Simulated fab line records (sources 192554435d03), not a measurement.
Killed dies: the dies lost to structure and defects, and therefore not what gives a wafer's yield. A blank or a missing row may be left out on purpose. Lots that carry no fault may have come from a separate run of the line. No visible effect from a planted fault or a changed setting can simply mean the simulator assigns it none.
A struck lot beside a sound one | flow n5Finfet | 18 steps out of a route of 1938
Sound: the wafers L351.1, L351.2, L351.5. Struck: wafers L364.2, L364.4, L364.5. The cause comes at the end.
At each step with rows: each side's tool, then ch and its chambers, then its first start. Under that, the readings that differ: sound wafers | struck wafers | difference of the means | sigmas: that difference in standard deviations of wafers without a fault.
alike: words and numbers the same on both sides, and readings whose means are apart by under 2 such deviations; not compared: readings that were withheld, readings missing a value for some wafer, numbers with overlapping values and no deviation given by the record, and bounds like >300 which may hide the same value.
The two part at a step that has a row with sigmas, a row that says differs or no value, or rows on one side only. Non-overlapping numbers with no deviation appear without sigmas and do not part them. A reading that every wafer of one side lacks parts them only if that side has two wafers or more.

N5_BEOL_M6_RS_MEAS_57: the measuring method here is four-point-probe.
  sound on filmMetro-02 at day 10 12:44; struck on filmMetro-02 at day 14 09:00
  alike: M6_RS
N5_BEOL_M6_INSPECT_58: inspects for defects (darkfield).
  sound on defectInspect-01 at day 10 12:46; struck on defectInspect-02 at day 14 09:02
  alike: rawDefectCount
N5_BEOL_M7_ILD_DEP_00: deposits SiCOH lowk from DEMS/porogen, target thk 179.75 nm, time 33.4 s.
  sound on pecvd-01 ch 0,1,2, day 10 12:48; struck on pecvd-04 ch 0,1,2, day 14 09:04
  alike: heaterPowerOuterW, heaterPowerW, showerheadPlenumPTorr, throttleValvePct
N5_BEOL_M7_CURE_74: cures SiCOH lowk, time 240 s.
  sound on uvCure-01 ch 1, day 10 12:52; struck on uvCure-01 ch 0, day 14 09:22
  alike: lampPowerPct, wafer_temp_C_max
N5_BEOL_M7_THK_MEAS_01:
  sound on filmMetro-01 at day 10 13:22; struck on filmMetro-02 at day 14 09:48
  alike: M7_ILD_THK
N5_BEOL_M7_PECVD_70: deposits SiO2 from TEOS/O2, target thk 20 nm, time 22.7 s.
  sound on pecvd-02 ch 0,1,2, day 10 13:25; struck on pecvd-01 ch 0,1, day 14 09:50
  alike: heaterPowerOuterW, heaterPowerW, showerheadPlenumPTorr, throttleValvePct
N5_BEOL_M7_HM_DEP_02: deposits TiN, target thk 20 nm.
  sound on pvdSputter-01 at day 10 14:16; struck on pvdSputter-02 at day 14 11:31
  alike: throttleValvePct
then, 5 steps without rows for these wafers: N5_BEOL_M7_COAT_59 (time 60 s, resist thk 100 nm); N5_BEOL_M7_COAT_60 (time 60 s, resist thk 35 nm); N5_BEOL_M7_COAT_05 (resist thk 90 nm); N5_BEOL_M7_EBR_07; N5_BEOL_M7_SOFTBAKE_06 (time 60 s).
N5_BEOL_M7_EXPOSE_08: exposes mask M7.
  sound on arfiScanner-03 ch 0, day 10 14:33; struck on arfiScanner-03 ch 0, day 14 11:46
reading                       | sound       | struck      | difference | sigmas
model.BEOL_M7.overlayXNm (nm) | 0.8 0.8 0.8 | 6.6 6.6 6.6 | +5.8       | 
  alike: mask
then, 2 steps without rows for these wafers: N5_BEOL_M7_PEB_09 (peb time 60 s); N5_BEOL_M7_DEVELOP_10 (develop time 30 s).
N5_BEOL_M7_CD_MEAS_11 targets a cd of 38.5 nm.
  sound on cdSem-02 ch 0, day 10 14:41; struck on cdSem-03 ch 0, day 14 11:53
  alike: cdNm
N5_BEOL_M7_OVL_MEAS_12:
  sound on overlay-01 ch 0, day 10 14:43; struck on overlay-02 ch 0, day 14 11:55
reading     | sound       | struck      | difference | sigmas
M7_OVL (nm) | 1.0 0.5 0.3 | 6.4 6.5 7.5 | +6.2       | +8
N5_BEOL_M7_INSPECT_13: inspects for defects (brightfield).
  sound on defectInspect-02 at day 10 14:44; struck on defectInspect-02 at day 14 11:56
  alike: rawDefectCount

WHERE THEY PART
N5_BEOL_M7_OVL_MEAS_12 only, going by this record. Later steps at which nothing parts them and some readings are alike: N5_BEOL_M7_INSPECT_13.

WHY: the cause the simulator had injected
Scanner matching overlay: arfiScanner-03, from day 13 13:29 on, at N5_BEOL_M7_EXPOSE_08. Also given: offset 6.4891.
